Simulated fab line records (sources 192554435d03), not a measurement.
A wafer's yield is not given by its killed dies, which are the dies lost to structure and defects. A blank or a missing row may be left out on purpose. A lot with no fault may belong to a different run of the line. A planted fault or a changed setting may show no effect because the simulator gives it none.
fab line records -- flow n5-finfet -- part 2 of 2: steps 17 to 17 of 17
record: lots: 6, wafers: 18, last-day: 19
route steps=1938 shown FIN_CUT@164 BEOL_M4@1111 PASSIVATION@1936
lots with no fault: from the same line, run without faults
start-h: hours from the record's opening day to when the first of the lot's shown wafers began -- wait-h: time in hours since the lot's previous step -- " identical to the entry in the row above -- L1.1+2: several wafers, shown together as one row -- - no value, or no start given -- * or withheld: withheld -- < > ~ a bound
route shown NAME@n: names a module that has steps shown in the file, with the first one's number in the route -- usual: the fault-free wafers' mean and standard deviation -- same: alike in all rows -- chamber/n: place in a boat -- sites: per-site readings -- _std_site: the values' standard deviation -- _edge_site: outer sites' mean less inner sites' -- radius-mm: how far each site lies from the wafer's centre -- mask NAME#n: copy n -- behind: tool/chamber where the wafer was last shaped -- hold: why the lot went on hold/how many hours it stayed there/how the hold came to an end -- device: the transistor (n, p or np) that didn't switch -- end of line: the tests these same wafers got at the end of their route -- where a step has no rows: the recipe by itself -- killed: dies that structure and defects cost at the first sort, which is not the same as the wafer's yield -- map: a wafer's dies, marking killed ones x, the rest . and places with no die _
set.NAME: the setting the step ran with; set.NAME@STEP: the setting that earlier step ran with -- model.NAME: the simulator's own value behind a step, which no gauge read
lots at some steps of the route; a table a step, a row a wafer
services: from which hour (start-h, from the record's first day; less than 0 if before it) a tool's chamber was out of use, for how many hours, and why
== steps ==
step: N5_PASSIVATION_PROBE_49
usual: defect-limited-yield: 91.2/1.4, killed_at_M0_to_M3: 34/9.7, killed_at_M4_up: 14/5.2, killed-at-contacts: 13/6.7, killed-at-front-end: 39/11, killed-at-other: 3.6/2.6, killed-dies: 104/17, killed-open: 69/12, killed-short: 34/8.2, sort_bin_5_function: 5.3/0.89, sort_bin_6_memory: 3.2/0.69, sort-n-pass: 1076/17, sort-yield-pct: 91.2/1.4
same: gross-dies: 1180, killed-at-back-side: 0, sort_bin_4_leakage[%]: 0, sort_bin_8_speed[%]: 0
lot.wafer,tool,chamber,start-h,wait-h,defect-limited-yield[%],killed_at_M0_to_M3,killed_at_M4_up,killed-at-contacts,killed-at-front-end,killed-at-other,killed-dies,killed-open,killed-short,sort_bin_5_function[%],sort_bin_6_memory[%],sort-n-pass,sort-yield-pct[%]
L556.1,prober-02,-,332.97,0.0,90.4,31,12,24,40,6,113,74,37,5.4,3.9,1067,90.4
L556.5,prober-02,-,333.17,0.2,91.8,29,9,17,34,8,97,59,35,5.0,3.1,1083,91.8
L556.6,prober-02,-,333.22,0.3,91.2,31,11,20,38,4,104,62,42,5.7,3.1,1076,91.2
L557.1,prober-02,-,348.52,0.0,89.5,43,13,5,58,5,124,82,42,6.3,3.8,1056,89.5
L557.4,prober-02,-,348.67,0.2,88.9,46,27,12,42,4,131,87,44,6.7,4.1,1049,88.9
L557.6,prober-02,-,348.77,0.3,90.8,40,16,18,31,4,109,70,38,5.6,3.4,1071,90.8
L563.1,prober-02,-,401.26,0.0,92.5,38,15,14,19,3,89,65,23,5.3,2.2,1091,92.5
L563.4,prober-02,-,401.41,0.2,91.1,32,18,29,25,1,105,61,43,5.0,3.5,1075,91.1
L563.5,prober-02,-,401.46,0.2,92.2,33,21,19,15,4,92,59,32,4.7,2.9,1088,92.2
L566.1,prober-02,-,409.02,0.0,89.7,49,17,8,44,4,122,72,50,5.5,4.3,1058,89.7
L566.2,prober-02,-,409.07,0.1,90.7,35,10,29,30,6,110,62,46,5.0,3.6,1070,90.7
L566.6,prober-02,-,409.27,0.3,89.8,44,10,11,43,12,120,67,52,6.0,3.4,1060,89.8
L571.1,prober-02,-,415.16,0.0,91.5,28,22,6,42,2,100,61,39,5.4,2.7,1080,91.5
L571.4,prober-02,-,415.31,0.2,89.0,22,16,15,73,4,130,74,56,7.3,3.1,1050,89.0
L571.6,prober-02,-,415.41,0.3,91.0,32,14,11,43,6,106,61,43,5.4,3.3,1074,91.0
L570.1,prober-01,-,452.13,0.0,91.0,43,12,15,34,2,106,66,40,4.7,3.7,1074,91.0
L570.4,prober-01,-,452.28,0.2,92.0,26,11,12,42,3,94,59,34,4.1,3.5,1086,92.0
L570.6,prober-01,-,452.38,0.3,91.4,37,10,16,26,12,101,61,40,5.3,3.1,1079,91.4
killed by level:class
L556.1 MOL_CONTACT_COAG:geometric-particle:open=23 FIN_SAQP:geometric-particle:open=8 STI_FIN_REVEAL:geometric-particle:open=8 BEOL_M0_SAQP:geometric-particle:open=8 BEOL_M0_SAQP:geometric-particle:short=8 GATE_CUT:geometric-particle:short=6 FIN_SAQP:geometric-particle:short=4 ILD0:geometric-particle:short=3
L556.5 MOL_CONTACT_COAG:geometric-particle:open=13 STI_FIN_REVEAL:geometric-particle:open=7 BEOL_M0_SAQP:geometric-particle:short=7 FIN_SAQP:geometric-particle:short=6 BEOL_M2:geometric-particle:open=6 BEOL_M3:geometric-particle:open=5 MIM_TOP:geometric-particle:open=4 MOL_CONTACT_COAG:geometric-particle:short=4
L556.6 MOL_CONTACT_COAG:geometric-particle:open=16 FIN_SAQP:geometric-particle:open=6 FIN_SAQP:geometric-particle:short=6 BEOL_M3:geometric-particle:open=6 BEOL_M0_SAQP:geometric-particle:short=5 BEOL_M0_SAQP:geometric-particle:open=5 BEOL_M0:geometric-particle:open=5 ILD0:geometric-particle:short=4
L557.1 FIN_SAQP:geometric-particle:open=18 FIN_SAQP:geometric-particle:short=16 BEOL_M1:geometric-particle:open=11 BEOL_M3:geometric-particle:open=8 BEOL_M0_SAQP:geometric-particle:open=8 BEOL_M2:geometric-particle:open=7 BEOL_M4:geometric-particle:open=6 DUMMY_GATE:geometric-particle:open=5
L557.4 BEOL_M4:geometric-particle:open=17 BEOL_M1:geometric-particle:open=11 STI_FIN_REVEAL:geometric-particle:open=10 BEOL_M2:geometric-particle:open=10 MOL_CONTACT_COAG:geometric-particle:open=9 BEOL_M0_SAQP:geometric-particle:short=8 FIN_SAQP:geometric-particle:short=6 BEOL_M3:geometric-particle:open=6
L557.6 MOL_CONTACT_COAG:geometric-particle:open=13 BEOL_M1:geometric-particle:open=13 FIN_SAQP:geometric-particle:short=9 BEOL_M0_SAQP:geometric-particle:open=7 MOL_CONTACT_COAG:geometric-particle:short=5 BEOL_M6:geometric-particle:open=5 FIN_SAQP:geometric-particle:open=4 BEOL_M2:geometric-particle:open=4
L563.1 MOL_CONTACT_COAG:geometric-particle:open=12 BEOL_M2:geometric-particle:open=12 BEOL_M4:geometric-particle:open=8 BEOL_M0:geometric-particle:open=7 BEOL_M1:geometric-particle:open=6 STI_FIN_REVEAL:geometric-particle:open=5 BEOL_M0:geometric-particle:short=5 FIN_SAQP:geometric-particle:short=3
L563.4 MOL_CONTACT_COAG:geometric-particle:open=23 BEOL_M0_SAQP:geometric-particle:short=11 FIN_SAQP:geometric-particle:short=7 MOL_CONTACT_COAG:geometric-particle:short=6 BEOL_M4:geometric-particle:open=6 BEOL_M0:geometric-particle:open=4 STARTING-WAFER:geometric-particle:short=4 STI_FIN_REVEAL:geometric-particle:open=3
L563.5 MOL_CONTACT_COAG:geometric-particle:open=15 BEOL_M0_SAQP:geometric-particle:short=9 BEOL_M4:geometric-particle:open=8 BEOL_M0_SAQP:geometric-particle:open=5 BEOL_M0:geometric-particle:open=5 DUMMY_GATE:geometric-particle:open=4 MOL_CONTACT_COAG:geometric-particle:short=4 BEOL_M2:geometric-particle:open=3
L566.1 FIN_SAQP:geometric-particle:short=12 DUMMY_GATE:geometric-particle:open=10 BEOL_M0_SAQP:geometric-particle:open=10 BEOL_M3:geometric-particle:open=8 BEOL_M0_SAQP:geometric-particle:short=8 MOL_CONTACT_COAG:geometric-particle:open=7 FIN_SAQP:geometric-particle:open=6 BEOL_M0:geometric-particle:short=6
L566.2 MOL_CONTACT_COAG:geometric-particle:open=21 BEOL_M0_SAQP:geometric-particle:short=13 FIN_SAQP:geometric-particle:short=9 BEOL_M0_SAQP:geometric-particle:open=9 MOL_CONTACT_COAG:geometric-particle:short=8 FIN_SAQP:geometric-particle:open=6 GATE_CUT:geometric-particle:short=3 DUMMY_GATE:geometric-particle:open=3
L566.6 BEOL_M0_SAQP:geometric-particle:short=16 BEOL_M0_SAQP:geometric-particle:open=13 FIN_SAQP:geometric-particle:open=10 FIN_SAQP:geometric-particle:short=10 DUMMY_GATE:geometric-particle:open=10 MOL_CONTACT_COAG:geometric-particle:short=6 PAD_METAL:geometric-particle:open=6 MOL_CONTACT_COAG:geometric-particle:open=5
L571.1 BEOL_M0_SAQP:geometric-particle:short=14 FIN_SAQP:geometric-particle:short=8 BEOL_M4:geometric-particle:open=8 FIN_SAQP:geometric-particle:open=7 MOL_CONTACT_COAG:geometric-particle:open=6 BEOL_M0_SAQP:geometric-particle:open=6 STI_FIN_REVEAL:geometric-particle:open=5 ILD0:geometric-particle:open=5
L571.4 FIN_SAQP:geometric-particle:short=23 FIN_SAQP:geometric-particle:open=19 MOL_CONTACT_COAG:geometric-particle:open=13 BEOL_M0_SAQP:geometric-particle:open=10 BEOL_M0_SAQP:geometric-particle:short=8 BEOL_M4:geometric-particle:open=8 STI_FIN_REVEAL:geometric-particle:open=7 STARTING-WAFER:geometric-particle:short=6
L571.6 FIN_SAQP:geometric-particle:open=14 FIN_SAQP:geometric-particle:short=11 BEOL_M0_SAQP:geometric-particle:short=11 MOL_CONTACT_COAG:geometric-particle:open=11 BEOL_M0_SAQP:geometric-particle:open=5 BEOL_M1:geometric-particle:open=5 BEOL_M4:geometric-particle:short=5 BEOL_M0:geometric-particle:open=4
L570.1 BEOL_M2:geometric-particle:open=9 MOL_CONTACT_COAG:geometric-particle:open=9 BEOL_M0_SAQP:geometric-particle:short=8 BEOL_M3:geometric-particle:open=8 FIN_SAQP:geometric-particle:open=6 MOL_CONTACT_COAG:geometric-particle:short=6 BEOL_M1:geometric-particle:open=6 DUMMY_GATE:geometric-particle:open=5
L570.4 FIN_SAQP:geometric-particle:short=10 FIN_SAQP:geometric-particle:open=9 BEOL_M0_SAQP:geometric-particle:open=8 MOL_CONTACT_COAG:geometric-particle:open=7 STI_FIN_REVEAL:geometric-particle:open=5 BEOL_M2:geometric-particle:open=5 DUMMY_GATE:geometric-particle:open=4 MOL_CONTACT_COAG:geometric-particle:short=4
L570.6 MOL_CONTACT_COAG:geometric-particle:open=11 FIN_SAQP:geometric-particle:open=8 BEOL_M0_SAQP:geometric-particle:open=7 BEOL_M1:geometric-particle:open=7 BEOL_M0_SAQP:geometric-particle:short=7 FIN_SAQP:geometric-particle:short=5 MOL_CONTACT_COAG:geometric-particle:short=5 BEOL_M3:geometric-particle:short=4
== services ==
tool,chamber,start-h,hours,kind
rie-si-02,1,47.38,18.5,repair
rie-diel-06,0,60.37,12.3,repair
rie-diel-06,0,72.68,-,clean
rie-diel-06,0,72.68,-,consumable-replace:focus-ring
rie-diel-06,0,72.68,19.8,scheduled-down
rie-diel-06,0,72.68,19.8,vent-cycle
rie-diel-06,1,87.89,3.7,repair
rie-diel-03,1,98.65,2.6,repair
rie-si-02,3,98.89,5.2,repair
rie-diel-03,1,111.75,7.1,repair
rie-diel-03,0,112.81,4.5,repair
